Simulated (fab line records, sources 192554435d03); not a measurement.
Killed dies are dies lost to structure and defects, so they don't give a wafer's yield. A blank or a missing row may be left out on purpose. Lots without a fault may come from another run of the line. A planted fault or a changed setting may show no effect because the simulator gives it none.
Chamber matching | flow n5_finfet | N5_FIN_SAQP_HM_DEP_03 on pecvd-04: 3 sister chambers
The step deposits SiNx from SiH4/NH3/N2, target thk 38 nm, time 33.6 s. 3 wafers are shown with their chamber, then 12 later ones without.

WAFERS WITH THEIR CHAMBER
wafer  | chamber | showerhead_plenum_p_Torr (Torr)
L088.5 | 2       | 5.18
L091.4 | 1       | 5.01
L091.6 | 0       | 5.08

WAFERS WITHOUT THEIR CHAMBER
wafer  | showerhead_plenum_p_Torr (Torr)
L094.1 | 5.17
L094.3 | 4.99
L094.4 | 5.00
L095.1 | 5.15
L095.3 | 5.08
L095.6 | 5.08
L096.1 | 5.09
L096.5 | 5.02
L096.6 | 5.08
L097.2 | 5.17
L097.3 | 5.07
L097.6 | 5.17

WHICH CHAMBER EACH WENT THROUGH
wafer  | from the rows above | in truth
L094.1 | 2                   | 2
L094.3 | 1                   | 1
L094.4 | 1                   | 1
L095.1 | 2                   | 2
L095.3 | 0                   | 0
L095.6 | 0                   | 0
L096.1 | 0                   | 0
L096.5 | 1                   | 1
L096.6 | 0                   | 0
L097.2 | 2                   | 2
L097.3 | 0                   | 0
L097.6 | 2                   | 2
Placed correctly: 12 of 12. Can't be placed from these rows: 0. Placed wrongly: 0.
How it was worked out, from the rows above alone: a wafer's distance from a chamber is the root of the sum, over the readings, of the square of ((its reading less the chamber's mean) divided by the reading's scatter). The wafer belongs to the nearest chamber; if the next one is less than 2 further off, it can't be placed. A chamber's mean is the mean of its shown wafers. The scatter: with one shown wafer a chamber, the root of the mean of the squares of how far each hidden wafer lies from its nearest shown one.
